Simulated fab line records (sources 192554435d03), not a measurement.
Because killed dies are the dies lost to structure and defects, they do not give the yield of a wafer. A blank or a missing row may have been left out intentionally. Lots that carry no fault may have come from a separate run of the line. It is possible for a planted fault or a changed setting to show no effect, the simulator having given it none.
Which tool did it? | flow n5 finfet | 41 wafers from 14 lots sampled at 6 of the route's 1938 steps

WHAT EACH GAUGE READ, for each wafer
N5_BEOL_M2_INSPECT_13: inspects for defects (brightfield).
lot  | measured     | on                | raw defect count
L796 | day 7 17:54  | defect inspect-02 | 414 386 371
L800 | day 7 22:50  | defect inspect-01 | 460 439 410
L798 | day 7 23:11  | defect inspect-02 | 375 364 380
L799 | day 8 02:39  | defect inspect-02 | 334 516 458
L801 | day 8 03:52  | defect inspect-02 | 605 354 461
L802 | day 8 05:02  | defect inspect-02 | 655 426 558
L805 | day 8 20:41  | defect inspect-01 | 480 512
L806 | day 9 09:50  | defect inspect-01 | 538 495 371
L809 | day 10 19:02 | defect inspect-02 | 343 269 480
L811 | day 10 19:27 | defect inspect-02 | 410 477 454
L814 | day 10 21:59 | defect inspect-01 | 265 301 322
L815 | day 11 10:44 | defect inspect-02 | 290 376 228
L816 | day 11 13:58 | defect inspect-01 | 535 524 698
L817 | day 12 10:52 | defect inspect-02 | 424 358 394

N5_BEOL_M2_CD_MEAS_18: pitch 36 nm, target cd 18 nm.
lot  | measured     | on        | cd nm (nm)
L796 | day 7 18:25  | cd sem-01 | 18.0 18.0 18.3
L800 | day 7 23:21  | cd sem-03 | 18.1 18.6 18.2
L798 | day 7 23:49  | cd sem-01 | 17.8 18.7 18.4
L799 | day 8 03:49  | cd sem-02 | 18.5 17.9 18.2
L801 | day 8 04:36  | cd sem-03 | 17.8 17.7 18.3
L802 | day 8 05:31  | cd sem-02 | 17.5 17.5 17.9
L805 | day 8 21:10  | cd sem-02 | 17.6 17.3
L806 | day 9 10:24  | cd sem-03 | 18.2 18.2 18.4
L809 | day 10 19:38 | cd sem-01 | - - -
L811 | day 10 20:08 | cd sem-03 | - - -
L814 | day 10 22:56 | cd sem-03 | 18.4 18.4 18.1
L815 | day 11 11:18 | cd sem-01 | 18.1 18.8 18.3
L816 | day 11 14:41 | cd sem-02 | 18.5 18.4 18.0
L817 | day 12 11:46 | cd sem-02 | 18.3 17.9 18.4

N5_BEOL_M4_RC_MEAS_101.
lot  | measured     | on        | DIBL_N (mV/V)  | DIBL_P (mV/V)  | IOFF_N (nA/um) | IOFF_P (nA/um) | ION_N (uA/um) | ION_P (uA/um) | SS_N (mV/dec)  | SS_P (mV/dec)  | VT_N (mV)   | VT_P (mV)
L796 | day 8 20:52  | prober-01 | 33.1 34.9 38.3 | 33.5 36.1 39.8 | 0.10 0.14 0.22 | 0.14 0.18 0.24 | 647 658 696   | 443 454 469   | 70.5 71.3 72.1 | 71.6 73.0 73.2 | 258 252 244 | -256 -254 -251
L800 | day 9 02:46  | prober-01 | 39.7 36.1 35.1 | 39.8 32.2 33.3 | 0.19 0.13 0.12 | 0.27 0.15 0.17 | 657 644 645   | 452 439 449   | 71.8 70.9 70.6 | 75.0 72.2 72.6 | 249 254 254 | -248 -255 -255
L798 | day 9 02:56  | prober-02 | 40.5 37.7 38.3 | 39.4 35.1 37.4 | 0.23 0.17 0.20 | 0.26 0.19 0.23 | 695 676 693   | 463 454 464   | 73.2 72.8 72.4 | 74.4 73.9 73.9 | 247 250 248 | -250 -254 -248
L799 | day 9 08:06  | prober-02 | 34.9 35.6 36.0 | 34.8 34.2 34.3 | 0.16 0.17 0.17 | 0.26 0.25 0.25 | 695 653 679   | 487 460 465   | 71.3 71.6 71.9 | 72.6 73.1 73.2 | 249 250 248 | -244 -245 -246
L801 | day 9 23:44  | prober-02 | 39.5 39.0 37.1 | 41.3 40.2 36.6 | 0.25 0.25 0.20 | 0.30 0.30 0.23 | 692 689 687   | 469 468 465   | 73.0 72.0 72.0 | 74.9 74.1 73.9 | 244 242 248 | -246 -245 -246
L802 | day 9 16:56  | prober-02 | 39.1 41.6 41.1 | 38.8 42.6 42.1 | 0.20 0.28 0.23 | 0.23 0.30 0.28 | 668 695 702   | 454 467 472   | 72.6 72.6 72.1 | 73.9 74.9 74.9 | 249 243 247 | -251 -248 -249
L805 | day 10 02:13 | prober-02 | 35.5 37.8      | 36.0 38.4      | 0.15 0.19      | 0.23 0.27      | 673 682       | 467 478       | 71.9 72.0      | 73.6 74.2      | 248 249     | -246 -246
L806 | day 10 22:29 | prober-01 | 34.5 34.3 35.6 | 33.8 34.0 36.4 | 0.13 0.12 0.15 | 0.18 0.19 0.24 | 659 660 678   | 460 457 473   | 70.8 70.2 71.4 | 72.9 73.5 73.6 | 251 255 251 | -249 -249 -247
L814 | day 12 03:50 | prober-01 | 37.2 38.0 35.6 | 37.6 39.5 34.8 | 0.17 0.20 0.15 | 0.22 0.25 0.18 | 658 682 673   | 452 465 455   | 71.1 72.1 71.3 | 74.0 73.7 73.8 | 250 245 251 | -249 -248 -250
L815 | day 12 18:49 | prober-01 | 37.2 36.0 37.9 | 37.7 36.6 38.2 | 0.18 0.17 0.19 | 0.24 0.23 0.24 | 699 678 664   | 478 465 456   | 72.0 71.1 72.0 | 73.5 73.3 73.2 | 247 246 245 | -246 -247 -249
L816 | day 12 20:22 | prober-02 | 35.6 35.8 37.1 | 35.6 36.1 37.1 | 0.15 0.16 0.19 | 0.19 0.19 0.22 | 665 681 673   | 447 456 449   | 71.4 71.3 72.3 | 73.5 73.6 73.9 | 252 250 246 | -254 -254 -253
L817 | day 14 02:22 | prober-02 | 36.5 40.9 36.9 | 38.2 43.3 38.2 | 0.16 0.30 0.18 | 0.23 0.37 0.23 | 661 712 682   | 455 483 462   | 71.5 72.4 71.4 | 74.0 75.4 74.2 | 251 240 247 | -251 -245 -251

WHICH TOOL RAN EACH LOT (tool, then ch and the chambers of the sampled wafers, then the start)
lot  | N5_BEOL_M1_PRE_CLEAN_60          | N5_BEOL_M2_ILD_DEP_00           | N5_BEOL_M2_HM_OPEN_17
L796 | cvd co-02 ch 0,1,2, day 7 15:45  | pecvd-04 ch 0,1, day 7 16:04    | rie metal-03 ch 0,1, day 7 18:14
L800 | cvd co-02 ch 0,1, day 7 20:53    | pecvd-01 ch 0,2, day 7 21:14    | rie metal-03 ch 0,1, day 7 23:08
L798 | cvd co-02 ch 0,1, day 7 21:35    | pecvd-01 ch 1,2, day 7 21:55    | rie metal-02 ch 0,1, day 7 23:38
L799 | cvd co-01 ch 0,1, day 8 00:35    | pecvd-03 ch 1,2, day 8 00:52    | rie metal-01 ch 0, day 8 03:19
L801 | cvd co-02 ch 1,2, day 8 02:23    | pecvd-03 ch 0,1,2, day 8 02:40  | rie metal-03 ch 0,1, day 8 04:26
L802 | cvd co-01 ch 0,1, day 8 03:47    | pecvd-04 ch 1,2, day 8 04:04    | rie metal-02 ch 0,1, day 8 05:20
L805 | cvd co-02 ch 0,1, day 8 18:33    | pecvd-01 ch 1,2, day 8 18:50    | rie metal-02 ch 0,1, day 8 20:59
L806 | cvd co-01 ch 0,1,2, day 9 08:49  | pecvd-03 ch 0,2, day 9 09:06    | rie metal-01 ch 0, day 9 10:08
L809 | cvd co-02 ch 1,2, day 10 15:51   | pecvd-03 ch 1,2, day 10 16:08   | rie metal-02 ch 0, day 10 19:19
L811 | cvd co-02 ch 0,2, day 10 17:38   | pecvd-04 ch 0,2, day 10 17:56   | rie metal-02 ch 0,1, day 10 19:59
L814 | cvd co-02 ch 0,1,2, day 10 19:33 | pecvd-03 ch 1,2, day 10 19:50   | rie metal-02 ch 0,1, day 10 22:17
L815 | cvd co-01 ch 0,1, day 11 09:40   | pecvd-03 ch 0,2, day 11 09:58   | rie metal-01 ch 0, day 11 11:02
L816 | cvd co-02 ch 1,2, day 11 12:52   | pecvd-01 ch 0,1,2, day 11 13:09 | rie metal-02 ch 0,1, day 11 14:16
L817 | cvd co-02 ch 0,2, day 12 03:39   | pecvd-04 ch 0,1,2, day 12 03:59 | rie metal-01 ch 1, day 12 11:25
- N5_BEOL_M1_PRE_CLEAN_60: time 15 s.
- N5_BEOL_M2_ILD_DEP_00: deposits SiOC from DEMS/O2, target thk 79 nm, time 15.3 s.
- N5_BEOL_M2_HM_OPEN_17: chemistry Cl2/BCl3, target TiN, target depth 20 nm, overetch 6 nm.

AS READ BY THE TOOLS THEMSELVES (means over the sampled wafers that have a number; for cases with no such wafer, the mark the record gives instead)
N5_BEOL_M1_PRE_CLEAN_60.
lot  | tool      | heater power w (W)
L796 | cvd co-02 | 95
L800 | cvd co-02 | 92
L798 | cvd co-02 | 93
L799 | cvd co-01 | 101
L801 | cvd co-02 | 98
L802 | cvd co-01 | 108
L805 | cvd co-02 | 94
L806 | cvd co-01 | 102
L809 | cvd co-02 | 97
L811 | cvd co-02 | 96
L814 | cvd co-02 | 96
L815 | cvd co-01 | 102
L816 | cvd co-02 | 99
L817 | cvd co-02 | 96

N5_BEOL_M2_ILD_DEP_00.
lot  | tool     | heater power w (W) | showerhead plenum p Torr (Torr) | throttle valve pct (%)
L796 | pecvd-04 | 464                | 5.707                           | 12.7
L800 | pecvd-01 | 488                | 5.683                           | 11.8
L798 | pecvd-01 | 552                | 5.703                           | 11.8
L799 | pecvd-03 | 584                | 5.707                           | 11.5
L801 | pecvd-03 | 579                | 5.707                           | 11.2
L802 | pecvd-04 | 502                | 5.699                           | 12.2
L805 | pecvd-01 | 569                | 5.691                           | 11.4
L806 | pecvd-03 | 602                | 5.707                           | 11.1
L809 | pecvd-03 | 562                | 5.700                           | 11.6
L811 | pecvd-04 | 503                | 5.709                           | 12.2
L814 | pecvd-03 | 551                | 5.702                           | 10.9
L815 | pecvd-03 | 622                | 5.708                           | 11.2
L816 | pecvd-01 | 499                | 5.681                           | 11.6
L817 | pecvd-04 | 513                | 5.708                           | 12.5

N5_BEOL_M2_HM_OPEN_17.
lot  | tool         | bcl3 flow sccm (sccm) | bias w (W) | drypump motor current A (A) | he backside leak sccm (sccm) | oes product au (a.u.) | throttle valve pct (%)
L796 | rie metal-03 | 21.79                 | 125.7      | 5.6                         | 3.53                         | 0.75                  | 21.91
L800 | rie metal-03 | 21.72                 | 126.0      | 5.7                         | 3.67                         | 0.75                  | 21.91
L798 | rie metal-02 | 21.73                 | 126.2      | 5.9                         | 3.36                         | 0.75                  | 21.94
L799 | rie metal-01 | 21.76                 | 126.2      | 5.0                         | 3.50                         | 0.50                  | 22.44
L801 | rie metal-03 | 21.81                 | 125.8      | 5.6                         | 3.59                         | 0.70                  | 21.96
L802 | rie metal-02 | 21.73                 | 126.0      | 5.9                         | 3.49                         | 0.74                  | 21.94
L805 | rie metal-02 | 21.80                 | 126.3      | 5.8                         | 3.33                         | 0.73                  | 21.93
L806 | rie metal-01 | 21.77                 | 126.0      | 5.0                         | 3.55                         | 0.49                  | 22.45
L809 | rie metal-02 | -                     | -          | -                           | -                            | -                     | -
L811 | rie metal-02 | -                     | -          | -                           | -                            | -                     | -
L814 | rie metal-02 | 21.82                 | 126.4      | 5.7                         | 3.36                         | 0.71                  | 21.91
L815 | rie metal-01 | 21.81                 | 125.8      | 5.0                         | 3.56                         | 0.48                  | 22.49
L816 | rie metal-02 | 21.74                 | 125.5      | 5.7                         | 3.39                         | 0.70                  | 21.90
L817 | rie metal-01 | 21.77                 | 126.3      | 5.5                         | 3.11                         | 0.72                  | 21.78

THE ANSWER, worked out from the rows above alone
Rule: the usual values come from the lots themselves. The widest of any qualifying gaps counts: lots, ordered by their means at a reading, are off when they make up no more than a third of the lots, leave a main group of 4 or more, and stand apart from it by 3 or more times the standard deviation of that group's means. Not used: any main group whose means are identical at the precision the tables above print for the reading. Also off: a lot with no number at a reading for which 4 or more lots have one. Any other lot the step has rows for is counted as sound. Order of review: gauges by route order, followed by the tools' own readings, for which a lot's mean as printed above is used. The first step at which some lot is off is used, and at that step the reading that is off furthest; a lot without a number counts as furthest.
Off at N5_BEOL_M2_CD_MEAS_18 (cd nm): L809, L811. Without a number there: L809, L811. For the main group the mean is 18.1 nm and the standard deviation 0.28.
If a tool, at a process step before that reading, ran all the lots that are off and no sound lot after the first of them, it fits. Not tried: the gauges at N5_BEOL_M2_CD_MEAS_18; whatever is off there is also off at N5_BEOL_M2_HM_OPEN_17, on other tools, and gauge error can't account for it. Of those tried, none fits.

WHAT WAS PUT IN BY THE SIMULATOR
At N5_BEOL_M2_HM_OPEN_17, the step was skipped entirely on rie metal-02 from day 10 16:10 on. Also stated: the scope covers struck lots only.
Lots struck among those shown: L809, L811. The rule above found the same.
